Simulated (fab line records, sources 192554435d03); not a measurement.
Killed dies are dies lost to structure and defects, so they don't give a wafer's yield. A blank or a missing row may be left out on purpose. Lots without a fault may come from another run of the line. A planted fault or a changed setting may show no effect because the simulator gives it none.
Split-lot experiment | flow n5_finfet | 7 lots, 21 wafers read, on a route of 1938 steps

THE SPLIT
At N5_BEOL_M6_COAT_22 (resist thk 30 nm), the setting spin_rpm was moved away from the recipe's 1500 rpm on 8 of the 21 wafers read, by -7.9% to +3.0%. The other wafers ran this setting at the recipe's value.

The reading is taken at the split's own step.

THE READING
CAR-EUV_of_BEOL_M6_COAT_22.thk_nm (the simulator's own value, which no gauge read), in nm, at N5_BEOL_M6_COAT_22 (resist thk 30 nm). The file gives no usual value for it. The 13 wafers here that ran the recipe average 30.1 nm, standard deviation 0.092 nm.

wafer  | tool, chamber at the split | spin_rpm as run, rpm | against the recipe | CAR-EUV_of_BEOL_M6_COAT_22.thk_nm, nm | against lot-mates on the recipe
L077.2 | litho_track-05, 0          | 1500                 | recipe             | 30                                    | -
L077.4 | litho_track-05, 0          | 1500                 | recipe             | 30                                    | -
L077.6 | litho_track-05, 0          | 1500                 | recipe             | 30                                    | -
L079.1 | litho_track-02, 0          | 1500                 | recipe             | 30                                    | -
L079.3 | litho_track-02, 0          | 1382                 | -7.9%              | 31.2                                  | +1.2
L079.6 | litho_track-02, 0          | 1382                 | -7.9%              | 31.2                                  | +1.2
L081.4 | litho_track-05, 0          | 1500                 | recipe             | 30                                    | -
L081.5 | litho_track-05, 0          | 1426                 | -4.9%              | 30.6                                  | +0.6
L081.6 | litho_track-05, 0          | 1426                 | -4.9%              | 30.8                                  | +0.8
L083.2 | litho_track-05, 0          | 1500                 | recipe             | 30                                    | -
L083.3 | litho_track-05, 0          | 1500                 | recipe             | 30                                    | -
L083.6 | litho_track-05, 0          | 1500                 | recipe             | 30                                    | -
L088.1 | litho_track-05, 0          | 1500                 | recipe             | 30.2                                  | -
L088.3 | litho_track-05, 0          | 1386                 | -7.6%              | 31.2                                  | +1.1
L088.6 | litho_track-05, 0          | 1500                 | recipe             | 30                                    | -
L086.1 | litho_track-02, 0          | 1545                 | +3.0%              | 29.8                                  | -0.4
L086.4 | litho_track-02, 0          | 1500                 | recipe             | 30.2                                  | -
L086.6 | litho_track-02, 0          | 1500                 | recipe             | 30.2                                  | -
L092.2 | litho_track-05, 0          | 1418                 | -5.5%              | 31                                    | +0.8
L092.5 | litho_track-05, 0          | 1418                 | -5.5%              | 31                                    | +0.8
L092.4 | litho_track-05, 0          | 1500                 | recipe             | 30.2                                  | -

THE FIT
A straight line over all 21 wafers: CAR-EUV_of_BEOL_M6_COAT_22.thk_nm changes by -0.144 nm for each +1% of spin_rpm; r = -0.98; the points scatter about the line by 0.11 nm.
The same after taking each lot's own level away (the mean of its wafers on the recipe; 21 wafers): -0.147 nm for each +1%; r = -1.00; scatter 0.05 nm.
On that fit, the largest move of spin_rpm shifts the reading by 1.2 nm.
The lots' own levels span 30.00 to 30.20 nm, that is 2.2 times the standard deviation above.
So the lot-to-lot level changes the slope little: the two slopes agree.
Check: with one of the wafers moved furthest among these (-7.9%) left out of the fit, the line predicts +1.15 nm for it against its lot-mates. It came out at +1.2 nm against them.

OTHER SPLITS ON THESE WAFERS
These wafers also went through other splits before the reading. Each is held against what the fit with the lots' levels taken away leaves over:
other split on the same wafers    | wafers away from the commonest value | r with CAR-EUV_of_BEOL_M6_COAT_22.thk_nm (lot level and that fit taken away)
N5_BEOL_M2_TRENCH_ETCH_37 time_s  | 8                                    | -0.03
N5_BEOL_M3_ETCH_41 target_depth_a | 9                                    | +0.02
N5_BEOL_M4_EXPOSE_25 dose_mj      | 4                                    | -0.42
N5_BEOL_M4_DESCUM_33 time_s       | 5                                    | +0.46
N5_BEOL_M5_ETCH_72 bias_w         | 9                                    | +0.17
N5_BEOL_M5_COAT_74 spin_rpm       | 8                                    | +0.17

THE FILE'S OWN FIT
CAR-EUV_of_BEOL_M6_COAT_22.thk_nm changes by -0.147 nm for each +1% of spin_rpm, r = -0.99.
